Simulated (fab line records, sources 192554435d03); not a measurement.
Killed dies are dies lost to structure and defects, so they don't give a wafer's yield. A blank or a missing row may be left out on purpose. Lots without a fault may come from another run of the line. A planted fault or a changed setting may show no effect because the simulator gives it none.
Chamber matching | flow n5_finfet | N5_BEOL_M4_CO_CAP_55 on cvd_co-02: 3 sister chambers
The step material Co, precursor CCTBA/H2, target thk 2 nm, time 102.1 s. 6 wafers are shown with their chamber, then 8 later ones without.

WAFERS WITH THEIR CHAMBER
wafer  | chamber | heater_power_w (W)
L478.4 | 0       | 254
L478.6 | 1       | 244
L480.1 | 1       | 236
L480.2 | 0       | 264
L480.3 | 2       | 261
L485.1 | 2       | 263

WAFERS WITHOUT THEIR CHAMBER
wafer  | heater_power_w (W)
L485.4 | 253
L485.6 | 245
L484.2 | 251
L484.4 | 266
L484.6 | 254
L489.2 | 256
L489.4 | 262
L489.5 | 260

WHICH CHAMBER EACH WENT THROUGH
wafer  | from the rows above          | in truth
L485.4 | can't be placed: 0 or 2 or 1 | 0
L485.6 | can't be placed: 1 or 0      | 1
L484.2 | can't be placed: 0 or 1 or 2 | 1
L484.4 | can't be placed: 2 or 0      | 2
L484.6 | can't be placed: 0 or 2 or 1 | 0
L489.2 | can't be placed: 0 or 2      | 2
L489.4 | can't be placed: 2 or 0      | 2
L489.5 | can't be placed: 0 or 2      | 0
Placed correctly: 0 of 8. Can't be placed from these rows: 8 (the true chamber is among the candidates in 8). Placed wrongly: 0.
How it was worked out, from the rows above alone: a wafer's distance from a chamber is the root of the sum, over the readings, of the square of ((its reading less the chamber's mean) divided by the reading's scatter). The wafer belongs to the nearest chamber; if the next one is less than 2 further off, it can't be placed. A chamber's mean is the mean of its shown wafers. The scatter: the root of (the sum of the squares of (reading less its chamber's mean) over the shown wafers, divided by (wafers less chambers)).
